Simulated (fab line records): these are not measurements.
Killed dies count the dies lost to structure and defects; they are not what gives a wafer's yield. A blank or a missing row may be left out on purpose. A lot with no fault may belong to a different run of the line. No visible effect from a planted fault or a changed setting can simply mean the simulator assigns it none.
Lot-split experiment -- flow n5 finfet -- 39 wafers read from 7 lots, route of 1938 steps

== ABOUT THE SPLIT ==
At N5_DUMMY_GATE_ETCH_31 (etches SiO2 in C4F6/O2, target depth 82.5 nm, time 27.5 s), the setting target depth a was moved away from the recipe's 825 angstrom on 9 of the 39 wafers read, by -5.9% to +12.0%. The other wafers ran this setting at the recipe's value.

The reading comes from the split's own step.

== THE READING ==
SOC_of_DUMMY_GATE_COAT_34.thk nm (the simulator's own value, which no gauge read), in nm, at N5_DUMMY_GATE_ETCH_31 (etches SiO2 in C4F6/O2, target depth 82.5 nm, time 27.5 s). There is no usual value for it anywhere in the file. Average 51.8 nm, standard deviation 0.15 nm, over the 30 wafers here run with the recipe.

wafer,"tool, chamber at the split","target depth a as run, angstrom",against the recipe,"SOC_of_DUMMY_GATE_COAT_34.thk nm, nm",against lot-mates on the recipe
L078.1,"rie diel-04, 3",825,recipe,51.8,-
L078.2,"rie diel-04, 2",825,recipe,51.6,-
L078.3,"rie diel-04, 0",825,recipe,51.8,-
L078.4,"rie diel-04, 1",825,recipe,51.8,-
L078.5,"rie diel-04, 0",825,recipe,51.8,-
L078.6,"rie diel-04, 1",825,recipe,51.8,-
L080.1,"rie diel-02, 2",825,recipe,51.8,-
L080.2,"rie diel-02, 0",825,recipe,51.4,-
L080.3,"rie diel-02, 1",825,recipe,51.6,-
L080.4,"rie diel-02, 3",825,recipe,51.8,-
L080.5,"rie diel-02, 2",825,recipe,51.6,-
L080.6,"rie diel-02, 1",825,recipe,51.6,-
L084.1,"rie diel-05, 2",825,recipe,51.8,-
L084.2,"rie diel-05, 1",825,recipe,51.8,-
L084.3,"rie diel-05, 0",825,recipe,51.8,-
L084.4,"rie diel-05, 3",825,recipe,52,-
L084.5,"rie diel-05, 3",825,recipe,52,-
L084.6,"rie diel-05, 2",825,recipe,51.6,-
L087.1,"rie diel-05, 1",776.7,-5.9%,52,+0.5
L087.2,"rie diel-05, 0",825,recipe,51.4,-
L087.3,"rie diel-05, 2",825,recipe,51.6,-
L087.4,"rie diel-05, 3",825,recipe,51.6,-
L087.5,"rie diel-05, 0",776.7,-5.9%,52,+0.5
L087.6,"rie diel-05, 3",776.7,-5.9%,52.2,+0.7
L089.1,"rie diel-05, 2",825,recipe,51.8,-
L089.2,"rie diel-05, 0",825,recipe,51.8,-
L089.3,"rie diel-05, 1",909.8,+10.3%,50.8,-1.0
L089.4,"rie diel-05, 3",909.8,+10.3%,51.4,-0.4
L089.5,"rie diel-05, 3",909.8,+10.3%,51,-0.8
L089.6,"rie diel-05, 0",825,recipe,51.8,-
L090.1,"rie diel-04, 0",825,recipe,52,-
L090.2,"rie diel-04, 2",825,recipe,51.8,-
L090.3,"rie diel-04, 2",825,recipe,52,-
L093.1,"rie diel-05, 1",923.6,+12.0%,51,-0.8
L093.2,"rie diel-05, 2",825,recipe,51.8,-
L093.3,"rie diel-05, 0",825,recipe,51.8,-
L093.4,"rie diel-05, 3",825,recipe,51.8,-
L093.5,"rie diel-05, 0",923.6,+12.0%,50.8,-1.0
L093.6,"rie diel-05, 1",923.6,+12.0%,50.8,-1.0

FIT RESULTS
A straight line over all 39 wafers: SOC_of_DUMMY_GATE_COAT_34.thk nm changes by -0.0683 nm for each +1% of target depth a; r = -0.89; the points scatter about the line by 0.16 nm.
The same after taking each lot's own level away (the mean of its wafers on the recipe; 39 wafers): -0.0778 nm for each +1%; r = -0.94; scatter 0.13 nm.
On that fit, the largest move of target depth a shifts the reading by 0.93 nm.
Across the lots, their own levels run from 51.53 to 51.93 nm, a range of 2.6 times the standard deviation given above.
Hence the slope depends on the lot-to-lot level, as the two fits are not the same.
Check: for one of the wafers moved furthest among these (+12.0%), held out of the fit, the line's prediction against its lot-mates is -0.943 nm. It came out at -0.8 nm against them.

== THE WHOLE CHAIN: every reading that the file lists as answering this split, in the file's order ==
step,what it does,reading,change (the file's fit),r (the file's)
N5_DUMMY_GATE_ETCH_31,"etches SiO2 in C4F6/O2, target depth 82.5 nm, time 27.5 s","etch.depth nm (the simulator's own value, which no gauge read)",+0.775 nm for each +1% of the setting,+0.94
N5_DUMMY_GATE_ETCH_31,"etches SiO2 in C4F6/O2, target depth 82.5 nm, time 27.5 s","SOC_of_DUMMY_GATE_COAT_34.thk nm (the simulator's own value, which no gauge read)",-0.0771 nm for each +1% of the setting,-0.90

== FILE'S OWN FIT ==
SOC_of_DUMMY_GATE_COAT_34.thk nm changes by -0.0771 nm for each +1% of target depth a, r = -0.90.
